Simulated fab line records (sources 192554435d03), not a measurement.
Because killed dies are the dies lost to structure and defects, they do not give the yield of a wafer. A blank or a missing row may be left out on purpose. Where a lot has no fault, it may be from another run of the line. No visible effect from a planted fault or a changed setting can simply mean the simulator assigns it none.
Struck lot and sound lot, side by side ; flow n5_finfet ; 34 steps out of a route of 1938
Sound: wafers L741.2, L741.3, L741.5. The struck wafers were L756.2, L756.3, L756.5. The cause is named last.
For every step that has rows: the tool of each side, followed by ch and its chambers, followed by its first start. Under that, the readings that differ: sound wafers ; struck wafers ; difference of the means ; sigmas: that difference in standard deviations of wafers without a fault.
alike: readings whose means differ by less than 2 such deviations, and words and numbers that are the same on both sides. not compared: withheld readings, readings that some wafer has no value for, bounds like >300 that may hide the same value, and numbers for which the record gives no deviation and whose values overlap.
A row with sigmas, a row that says differs or no value, or rows on one side alone: a step with any of these is where the two part. Numbers that don't overlap but have no deviation are shown without sigmas and don't part them. A reading that every wafer of one side lacks parts them only if that side has two wafers or more.

first, 10 steps without rows for these wafers: N5_BEOL_M11_STRIP_36 (strips in N2/H2); N5_BEOL_M11_TRENCH_ETCH_37 (etches SiCOH lowk in C4F6/O2, target depth 148.83 nm, time 48 s); N5_BEOL_M11_ETCH_41 (etches SiCN in CH3F/O2, target depth 42.6 nm, time 86 s); N5_BEOL_M11_STRIP_77 (strips in N2/H2, time 10 s); N5_BEOL_M11_HM_STRIP_39 (strips TiN in peroxide tin strip, target depth 25 nm, time 158 s); N5_BEOL_M11_SRD_40 (time 30 s); N5_BEOL_M11_PRECLEAN_42 (cleans in residue remover, time 60 s); N5_BEOL_M11_SRD_43 (time 30 s); N5_BEOL_M11_CURE_72 (cures SiCOH lowk, time 120 s); N5_BEOL_M11_DEGAS_44 (time 60 s).
N5_BEOL_M11_PRE_CLEAN_45: time 30 s.
  struck on pvd_sputter-03, day 14 23:44; sound on pvd_sputter-03, day 11 04:05
  alike: heater_power_w
then, 22 steps without rows for these wafers: N5_BEOL_M11_ALD_74 (deposits TaN, target thk 2 nm, pulse time 2 s, purge time 3 s); N5_BEOL_M11_SURFACE_TREAT_76; N5_BEOL_M11_CVD_75 (deposits Co from CCTBA/H2, target thk 2 nm, time 138.9 s); N5_BEOL_M11_SPUTTER_48 (material Cu, target thk 12 nm, time 2 s); N5_BEOL_M11_ECD_50 (material Cu, target thk 318 nm); N5_BEOL_M11_ANNEAL_51 (time 90 s); N5_BEOL_M11_CMP_52 (polishes, stops on SiCOH lowk, t overpolish 7 s, target thk 140 nm); N5_BEOL_M11_PRE_CLEAN_55 (time 15 s); N5_BEOL_M11_DEP_56 (deposits SiCN from 3MS/NH3, target thk 30 nm, time 10.5 s); N5_BEOL_M12_ILD_DEP_00 (deposits SiOC from DEMS/O2, target thk 658.92 nm, time 130.7 s); N5_BEOL_M12_COAT_58 (time 60 s, resist thk 89 nm); N5_BEOL_M12_COAT_04 (resist thk 400 nm); N5_BEOL_M12_EBR_06; N5_BEOL_M12_SOFTBAKE_05 (time 60 s); N5_BEOL_M12_EXPOSE_07 (exposes mask V11); N5_BEOL_M12_PEB_08 (peb time 90 s); N5_BEOL_M12_DEVELOP_09 (develop time 45 s); N5_BEOL_M12_HARDBAKE_14 (time 120 s); N5_BEOL_M12_DESCUM_15 (chemistry O2, time 7.9 s); N5_BEOL_M12_ETCH_59 (etches BARC in N2/H2, target depth 89 nm, overetch 26.7 nm, time 67.9 s); N5_BEOL_M12_VIA_ETCH_16 (etches SiOC in C4F8/O2/Ar, target depth 724.8 nm); N5_BEOL_M12_STRIP_63 (strips in N2/H2).
N5_PASSIVATION_PROBE_49:
  record: rows for the struck wafers here (prober-01, day 16 14:19), none for the sound ones

WHERE THEY PART
Only at N5_PASSIVATION_PROBE_49, as far as this record shows.

WHY: what the simulator had put in
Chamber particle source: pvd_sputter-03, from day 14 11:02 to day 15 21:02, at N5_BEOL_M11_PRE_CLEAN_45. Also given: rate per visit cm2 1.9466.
